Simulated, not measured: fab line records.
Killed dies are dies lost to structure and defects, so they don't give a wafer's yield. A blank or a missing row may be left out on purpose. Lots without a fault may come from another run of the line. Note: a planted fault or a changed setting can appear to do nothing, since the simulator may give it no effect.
A struck lot beside a sound one | flow nand harc | 15 out of 1159 route steps
Sound: the wafers L541.2, L541.3, L541.4. Struck: wafer L558.1 (L558.2, L558.3, from the same lot, were not struck and are left out); the cause is given at the end.
At each step with rows: each side's tool, then ch and its chambers, then its first start. Under that, the readings that differ: sound wafers | struck wafers | difference of the means | sigmas: that difference in standard deviations of wafers without a fault.
alike: readings with means less than 2 such deviations apart, plus words and numbers identical on both sides. not compared: withheld readings, readings lacking a value on some wafer, bounds such as >300 that could conceal the same value, and numbers that have no deviation in the record and whose values overlap.
A row with sigmas, a row that says differs or no value, or rows on one side alone: a step with any of these is where the two part. When numbers do not overlap yet have no deviation, they are printed without sigmas and do not part them. A reading that every wafer of one side lacks parts them only if that side has two wafers or more.

first, 8 steps without rows for these wafers: NHARC_A_M0_HMDS_02 (time 30 s); NHARC_A_M0_COAT_33 (time 65 s); NHARC_A_M0_COAT_03 (resist thk 90 nm); NHARC_A_M0_SOFTBAKE_04 (time 55 s); NHARC_A_M0_EBR_05; NHARC_A_M0_EXPOSE_06 (exposes mask A M0, target cd 80 nm); NHARC_A_M0_PEB_07 (peb time 65 s); NHARC_A_M0_DEVELOP_08 (develop time 35 s).
NHARC_A_M0_CD_MEAS_09 targets a cd of 80 nm.
  sound on cd sem-01 ch 0, day 23 08:00; struck on cd sem-03 ch 0, day 25 05:21
  alike: cd nm
NHARC_A_M0_OVL_MEAS_10: pitch 160 nm.
  sound: overlay-02 at day 23 08:05; struck: overlay-02 at day 25 05:27
  reading           | sound          | struck | difference | sigmas
  overlay x nm (nm) | -1.7 -1.4 -1.7 | 0.4    | +2.0       | +3
  alike: overlay y nm
NHARC_A_M0_INSPECT_11:
  sound: defect inspect-01 at day 23 08:08; struck: defect inspect-02 at day 25 05:29
  alike: raw defect count
NHARC_A_M0_DESCUM_14: chemistry O2, time 3 s.
  sound on rie diel-09 ch 0,2,3, day 23 08:11; struck on rie diel-03 ch 1, day 25 05:33
  reading                | sound | struck | difference | sigmas
  rf hours counter h (h) | 8 8 6 | 1      | -6         |
  alike: drypump motor current A, o2 flow sccm, oes product au, rf vpp V, showerhead plenum p Torr, throttle valve pct
NHARC_A_M0_ETCH_34: etches the open film in N2/H2, target depth 40 nm, overetch 12 nm, time 43.94 s.
  sound on rie diel-09 ch 0,2,3, day 23 08:16; struck on rie diel-03 ch 1, day 25 05:39
  reading                | sound          | struck | difference | sigmas
  rf hours counter h (h) | 8 8 6          | 1      | -6         |
  run length s (s)       | 65.8 64.8 65.1 | 52.1   | -13.1      | -34
  alike: drypump motor current A, oes product au, rf vpp V, showerhead plenum p Torr, throttle valve pct
  not compared: rf fwd power W
NHARC_A_M0_ETCH_15: etches the open film in C4F8/Ar, target depth 150 nm, overetch 15 nm, time 82.5 s.
  sound: rie diel-09 ch 0,2,3; struck: rie diel-03 ch 1
  reading                | sound | struck | difference | sigmas
  rf hours counter h (h) | 8 8 6 | 1      | -6         |
  alike: oes product au, rf fwd power W, rf vpp V, run length s
-- the record jumps here: 2 days lie between the struck wafers' starts before and after (it left off in module A_M0 and takes up again in module END, whose first step shown is number 1159 of the route) --
NHARC_END_SORT_01:
  sound on prober-01 ch 0, day 24 21:00; struck on prober-01 ch 0, day 27 10:24
  reading             | sound       | struck | difference | sigmas
  killed at periphery | 2 1 0       | 6      | +5         | +2
  sort_bin_3_pct (%)  | 0 0.30 0.15 | 0.59   | +0.44      | +2
  alike: defect limited yield, killed at array, killed at other, killed dies, killed open, killed short, sort_bin_2_pct, sort_bin_4_pct, sort n pass, sort rim yield pct, sort yield pct

## WHERE THEY PART
At NHARC_A_M0_OVL_MEAS_10 first; at NHARC_END_SORT_01 last (within this record only).

WHY: what the simulator had put in
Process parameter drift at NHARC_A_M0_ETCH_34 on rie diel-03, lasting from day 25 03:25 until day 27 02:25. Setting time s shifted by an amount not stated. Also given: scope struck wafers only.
